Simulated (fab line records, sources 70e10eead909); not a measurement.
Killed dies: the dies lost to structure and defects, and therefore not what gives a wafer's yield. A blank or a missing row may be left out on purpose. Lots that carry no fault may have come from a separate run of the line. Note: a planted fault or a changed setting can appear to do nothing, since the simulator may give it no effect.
Matching of chambers -- flow nand harc -- NHARC_A_WL_FILL_ETCHBACK_26 on rie si-01 has 4 sister chambers
The step etches the open film in HBr, target depth 52 nm, time 13.3 s. 4 wafers are shown with their chamber, then 8 later ones without.

== WAFERS WITH THEIR CHAMBER ==
wafer,chamber,drypump motor current A (A)
L083.1,2,4.8
L085.4,0,5.6
L085.5,1,5.1
L089.2,3,5.9

== WAFERS MISSING THEIR CHAMBER ==
wafer,drypump motor current A (A)
L089.3,5.6
L089.6,5.1
L093.2,4.8
L093.4,5.1
L093.5,4.8
L097.1,5.1
L097.2,4.8
L097.5,6.0

== CHAMBER TAKEN BY EACH ==
wafer,from the rows above,in truth
L089.3,0,0
L089.6,1,1
L093.2,2,2
L093.4,1,1
L093.5,2,2
L097.1,1,1
L097.2,2,2
L097.5,3,3
Placed correctly: 8 of 8. Left unplaced by these rows: 0. Placed wrongly: 0.
How it was worked out, from the rows above alone: a wafer's distance from a chamber is the root of the sum, over the readings, of the square of ((its reading less the chamber's mean) divided by the reading's scatter). If the next closest chamber is less than 2 further off than the closest, the wafer can't be placed; otherwise it belongs to the closest. For every chamber, the mean is computed from those of its wafers that are shown. The scatter (one wafer shown for each chamber): square how far every hidden wafer sits from the nearest shown wafer, average those squares and take the square root.
